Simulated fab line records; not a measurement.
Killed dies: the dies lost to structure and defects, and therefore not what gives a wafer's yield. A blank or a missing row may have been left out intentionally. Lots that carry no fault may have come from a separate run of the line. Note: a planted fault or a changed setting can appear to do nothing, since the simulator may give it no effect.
Lot-split experiment | flow n5Finfet | 39 wafers read across 7 lots, on a route 1938 steps long

## SPLIT DETAILS
At N5_PASSIVATION_SPUTTER_20 (material TaN, target thk 50 nm), the setting targetThkA was moved away from the recipe's 500 angstrom on 12 of the 39 wafers read, by -18.3% to +29.3%. The other wafers ran this setting at the recipe's value.

The reading is taken at the split's own step.

## THE READING
TaN_of_PASSIVATION_SPUTTER_20.thkNm (the simulator's own value, which no gauge read), in nm, at N5_PASSIVATION_SPUTTER_20 (material TaN, target thk 50 nm). There is no usual value for it anywhere in the file. Here, 27 wafers ran the recipe; their average is 49.7 nm with a standard deviation of 0.51 nm.

wafer  | tool, chamber at the split | targetThkA as run, angstrom | against the recipe | TaN_of_PASSIVATION_SPUTTER_20.thkNm, nm | against lot-mates on the recipe
L074.1 | pvdSputter-03, -           | 500                         | recipe             | 50                                      | -
L074.2 | pvdSputter-03, -           | 580.4                       | +16.1%             | 57.8                                    | +7.5
L074.3 | pvdSputter-03, -           | 580.4                       | +16.1%             | 58                                      | +7.7
L074.4 | pvdSputter-03, -           | 500                         | recipe             | 50.2                                    | -
L074.5 | pvdSputter-03, -           | 580.4                       | +16.1%             | 57.6                                    | +7.3
L074.6 | pvdSputter-03, -           | 500                         | recipe             | 50.6                                    | -
L086.3 | pvdSputter-01, -           | 500                         | recipe             | 49.8                                    | -
L086.5 | pvdSputter-01, -           | 500                         | recipe             | 50.4                                    | -
L086.6 | pvdSputter-01, -           | 500                         | recipe             | 50.4                                    | -
L089.1 | pvdSputter-03, -           | 500                         | recipe             | 49.6                                    | -
L089.2 | pvdSputter-03, -           | 500                         | recipe             | 49.4                                    | -
L089.6 | pvdSputter-03, -           | 500                         | recipe             | 49.4                                    | -
L089.3 | pvdSputter-03, -           | 604.9                       | +21.0%             | 59.8                                    | +10.3
L089.4 | pvdSputter-03, -           | 604.9                       | +21.0%             | 60                                      | +10.5
L089.5 | pvdSputter-03, -           | 604.9                       | +21.0%             | 60                                      | +10.5
L090.1 | pvdSputter-02, -           | 500                         | recipe             | 50.2                                    | -
L090.5 | pvdSputter-02, -           | 500                         | recipe             | 50.2                                    | -
L090.2 | pvdSputter-02, -           | 408.3                       | -18.3%             | 41                                      | -9.1
L090.3 | pvdSputter-02, -           | 408.3                       | -18.3%             | 41.4                                    | -8.7
L090.6 | pvdSputter-02, -           | 408.3                       | -18.3%             | 41.4                                    | -8.7
L090.4 | pvdSputter-02, -           | 500                         | recipe             | 50                                      | -
L093.1 | pvdSputter-03, -           | 500                         | recipe             | 49                                      | -
L093.2 | pvdSputter-03, -           | 500                         | recipe             | 49                                      | -
L093.3 | pvdSputter-03, -           | 500                         | recipe             | 48.8                                    | -
L093.6 | pvdSputter-03, -           | 500                         | recipe             | 48.8                                    | -
L093.4 | pvdSputter-03, -           | 500                         | recipe             | 49.4                                    | -
L093.5 | pvdSputter-03, -           | 500                         | recipe             | 49.2                                    | -
L092.1 | pvdSputter-02, -           | 646.4                       | +29.3%             | 64.4                                    | +14.7
L092.5 | pvdSputter-02, -           | 646.4                       | +29.3%             | 64.4                                    | +14.7
L092.6 | pvdSputter-02, -           | 646.4                       | +29.3%             | 64.4                                    | +14.7
L092.2 | pvdSputter-02, -           | 500                         | recipe             | 49.6                                    | -
L092.3 | pvdSputter-02, -           | 500                         | recipe             | 49.6                                    | -
L092.4 | pvdSputter-02, -           | 500                         | recipe             | 49.8                                    | -
L097.1 | pvdSputter-01, -           | 500                         | recipe             | 50                                      | -
L097.2 | pvdSputter-01, -           | 500                         | recipe             | 49.4                                    | -
L097.3 | pvdSputter-01, -           | 500                         | recipe             | 49.4                                    | -
L097.4 | pvdSputter-01, -           | 500                         | recipe             | 49.6                                    | -
L097.6 | pvdSputter-01, -           | 500                         | recipe             | 49.6                                    | -
L097.5 | pvdSputter-01, -           | 500                         | recipe             | 50.6                                    | -

FIT RESULTS
A straight line over all 39 wafers: TaN_of_PASSIVATION_SPUTTER_20.thkNm changes by +0.489 nm for each +1% of targetThkA; r = +1.00; the points scatter about the line by 0.48 nm.
The same after taking each lot's own level away (the mean of its wafers on the recipe; 39 wafers): +0.494 nm for each +1%; r = +1.00; scatter 0.28 nm.
According to that fit, moving targetThkA by its largest amount changes the reading by 14 nm.
Across the lots, their own levels run from 49.03 to 50.27 nm, a range of 2.4 times the standard deviation given above.
So the lot-to-lot level changes the slope little: the two slopes agree.
Check: +14.4 nm against its lot-mates is what the line predicts for one of the wafers moved furthest among these (+29.3%) when that wafer is left out of the fit. It came out at +14.7 nm against them.

## OTHER SPLITS ON THESE WAFERS
Before the reading, these wafers also passed through other splits. Each is held against what the fit with the lots' levels taken away leaves over:
other split on the same wafers  | wafers away from the commonest value | r with TaN_of_PASSIVATION_SPUTTER_20.thkNm (lot level and that fit taken away)
N5_BEOL_M8_ETCH_66 targetDepthA | 9                                    | -0.08

## FILE'S OWN FIT
TaN_of_PASSIVATION_SPUTTER_20.thkNm changes by +0.494 nm for each +1% of targetThkA, r = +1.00.
